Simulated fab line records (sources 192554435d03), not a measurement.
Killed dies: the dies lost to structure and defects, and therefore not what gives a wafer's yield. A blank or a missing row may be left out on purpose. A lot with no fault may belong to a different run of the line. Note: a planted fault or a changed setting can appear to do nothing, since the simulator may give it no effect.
3 desks looking at one fault    flow n5 finfet    each desk has only its own numbers; what lay behind them comes last

THE DEFECT DESK
Inspection counts along the route, by lot: the mean over sampled wafers that carry a number. Any lot whose mean is over 4 standard deviations away from the usual mean is out of limits and marked OUT; that distance is given in the brackets.
Columns: A = raw defect count at N5_BEOL_M12_INSPECT_12, usual 2.1
lot   first seen here  A
L929  day 10 12:32     2.0
L930  day 10 18:54     2.3
L935  day 12 03:30     3.0
L939  day 13 14:01     2.3
L940  day 13 22:24     0.7
L944  day 14 08:31     1.7
L943  day 14 12:37     4.7
L949  day 16 12:31     2.3
L950  day 16 20:50     2.3
L952  day 17 10:23     2.0
L951  day 18 05:05     2.7
This desk found nothing out of limits on any of the 11 lots.

FROM THE METROLOGY DESK
What the gauges read, lot by lot, whatever tool the lot ran on: means of the sampled wafers that have a number. Any lot whose mean is over 4 standard deviations away from the usual mean is out of limits and marked OUT; that distance is given in the brackets.
Columns: A = M12_OVL at N5_BEOL_M12_OVL_MEAS_29, usual 0 nm
lot   first seen here  A
L929  day 10 13:34     -3
L930  day 10 19:57     2
L935  day 12 04:23     3
L939  day 13 14:58     5
L940  day 13 23:17     2
L944  day 14 09:39     1
L943  day 14 13:47     -4
L949  day 16 13:24     0
L950  day 16 21:50     -1
L952  day 17 11:17     3
L951  day 18 05:58     7
This desk found nothing out of limits on any of the 11 lots.

TOOL OWNER'S DESK, litho track-05
The tool's own readings at N5_BEOL_M12_COAT_22 (resist thk 300 nm): means of the sampled wafers that have a number, for each lot that ran on this tool. Any lot whose mean is over 4 standard deviations away from the usual mean is out of limits and marked OUT; that distance is given in the brackets.
Columns: A = resist line temp C at N5_BEOL_M12_COAT_22, usual 23.01 C; B = spin speed rpm at N5_BEOL_M12_COAT_22, usual 2888.0 rpm
lot   first seen here  A      B
L929  day 10 13:15     23.11  2890.3
L939  day 13 14:39     23.01  2972.2 (+50) OUT
L940  day 13 22:59     23.10  2973.0 (+50) OUT
L950  day 16 21:24     22.90  2887.5
L952  day 17 10:58     23.00  2889.0
Finding of this desk: L939, L940 out of limits; the first was L939 at day 13 14:39, on spin speed rpm at N5_BEOL_M12_COAT_22. L929, L950, L952: within limits.

ALL TOGETHER
The tool owner's desk could have raised an alarm at day 13 14:39, on L939, L940.
Nothing out of limits was seen by the defect desk.
Nothing out of limits was seen by the metrology desk.
The defect desk has L939, L940 on record, within its limits.
The metrology desk has L939, L940 on record, within its limits.
The lots listed all ran N5_BEOL_M12_COAT_22 on litho track-05.

WHAT WAS PUT IN BY THE SIMULATOR
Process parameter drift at N5_BEOL_M12_COAT_22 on litho track-05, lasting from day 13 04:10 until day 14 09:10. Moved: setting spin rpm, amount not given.
Struck lots among those shown: L939, L940.
Delay in hours, fault start to first out-of-limits reading, by desk: the tool owner's desk at 10.
